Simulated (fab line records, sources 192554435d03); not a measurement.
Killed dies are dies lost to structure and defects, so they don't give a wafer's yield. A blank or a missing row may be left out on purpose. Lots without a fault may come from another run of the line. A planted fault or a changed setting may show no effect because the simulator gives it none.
Split-lot experiment | flow n5_finfet | 7 lots, 39 wafers read, on a route of 1938 steps

THE SPLIT
At N5_DUMMY_GATE_ETCH_42 (etches SiO2 in CHF3/O2, target depth 3.5 nm, time 31 s), the setting bias_w was moved away from the recipe's 12 W on 15 of the 39 wafers read, by -18.7% to -8.4%. The other wafers ran this setting at the recipe's value.

The reading is taken at the split's own step.

THE READING
rf_vpp_V, in V, at N5_DUMMY_GATE_ETCH_42 (etches SiO2 in CHF3/O2, target depth 3.5 nm, time 31 s). Fault-free wafers of this fab line usually give 42.6 V, standard deviation 0.87 V.

wafer  | tool, chamber at the split | bias_w as run, W | against the recipe | rf_vpp_V, V | against lot-mates on the recipe
L076.1 | rie_diel-06, 3             | 12               | recipe             | 40.5        | -
L076.2 | rie_diel-06, 0             | 12               | recipe             | 43.3        | -
L076.3 | rie_diel-06, 1             | 9.76             | -18.7%             | 36.5        | -6.1
L076.4 | rie_diel-06, 1             | 12               | recipe             | 43.9        | -
L076.5 | rie_diel-06, 3             | 9.76             | -18.7%             | 35.9        | -6.7
L076.6 | rie_diel-06, 0             | 9.76             | -18.7%             | 36.3        | -6.3
L077.1 | rie_diel-04, 2             | 12               | recipe             | 42.2        | -
L077.2 | rie_diel-04, 3             | 12               | recipe             | 42.3        | -
L077.4 | rie_diel-04, 0             | 12               | recipe             | 41.6        | -
L083.1 | rie_diel-04, 0             | 12               | recipe             | 41.4        | -
L083.2 | rie_diel-04, 3             | 10.99            | -8.4%              | 40.9        | -0.8
L083.3 | rie_diel-04, 2             | 12               | recipe             | 41.5        | -
L083.4 | rie_diel-04, 1             | 12               | recipe             | 42.2        | -
L083.5 | rie_diel-04, 1             | 10.99            | -8.4%              | 39.1        | -2.6
L083.6 | rie_diel-04, 2             | 10.99            | -8.4%              | 40.6        | -1.1
L086.1 | rie_diel-01, 0             | 12               | recipe             | 41.0        | -
L086.2 | rie_diel-01, 3             | 12               | recipe             | 41.6        | -
L086.3 | rie_diel-01, 2             | 12               | recipe             | 42.6        | -
L086.4 | rie_diel-01, 1             | 12               | recipe             | 42.3        | -
L086.5 | rie_diel-01, 3             | 12               | recipe             | 43.0        | -
L086.6 | rie_diel-01, 0             | 12               | recipe             | 42.5        | -
L089.1 | rie_diel-06, 1             | 12               | recipe             | 43.8        | -
L089.2 | rie_diel-06, 3             | 12               | recipe             | 41.3        | -
L089.3 | rie_diel-06, 0             | 10.24            | -14.7%             | 37.3        | -5.0
L089.4 | rie_diel-06, 3             | 10.24            | -14.7%             | 38.0        | -4.3
L089.5 | rie_diel-06, 0             | 10.24            | -14.7%             | 38.7        | -3.6
L089.6 | rie_diel-06, 1             | 12               | recipe             | 41.8        | -
L090.1 | rie_diel-04, 1             | 10.16            | -15.3%             | 37.8        | -4.9
L090.2 | rie_diel-04, 0             | 10.16            | -15.3%             | 37.9        | -4.8
L090.3 | rie_diel-04, 3             | 12               | recipe             | 43.4        | -
L090.4 | rie_diel-04, 2             | 12               | recipe             | 41.7        | -
L090.5 | rie_diel-04, 3             | 12               | recipe             | 43.1        | -
L090.6 | rie_diel-04, 0             | 10.16            | -15.3%             | 36.4        | -6.3
L096.1 | rie_diel-06, 0             | 12               | recipe             | 42.2        | -
L096.2 | rie_diel-06, 1             | 9.895            | -17.5%             | 36.7        | -5.6
L096.3 | rie_diel-06, 2             | 12               | recipe             | 42.8        | -
L096.4 | rie_diel-06, 3             | 9.895            | -17.5%             | 36.8        | -5.5
L096.5 | rie_diel-06, 3             | 9.895            | -17.5%             | 37.2        | -5.1
L096.6 | rie_diel-06, 0             | 12               | recipe             | 41.8        | -

THE FIT
A straight line over all 39 wafers: rf_vpp_V changes by +0.308 V for each +1% of bias_w; r = +0.95; the points scatter about the line by 0.8 V.
The same after taking each lot's own level away (the mean of its wafers on the recipe; 39 wafers): +0.319 V for each +1%; r = +0.95; scatter 0.84 V.
On that fit, the largest move of bias_w shifts the reading by 6 V.
The lots' own levels span 41.70 to 42.73 V, that is 1.2 times the standard deviation above.
So the lot-to-lot level changes the slope little: the two slopes agree.
Check: with one of the wafers moved furthest among these (-18.7%) left out of the fit, the line predicts -5.87 V for it against its lot-mates. It came out at -6.07 V against them.
Tool readings at the split's step, against how far the setting was moved: rf_vpp_V r = +0.95.

OTHER SPLITS ON THESE WAFERS
These wafers also went through other splits before the reading. Each is held against what the fit with the lots' levels taken away leaves over:
other split on the same wafers       | wafers away from the commonest value | r with rf_vpp_V (lot level and that fit taken away)
N5_FIN_SAQP_ETCH_52 source_w         | 15                                   | +0.01
N5_DUMMY_GATE_ETCH_37 source_w       | 15                                   | +0.05
N5_DUMMY_GATE_ETCH_31 target_depth_a | 12                                   | -0.08

THE FILE'S OWN FIT
rf_vpp_V changes by +0.314 V for each +1% of bias_w, r = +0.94.
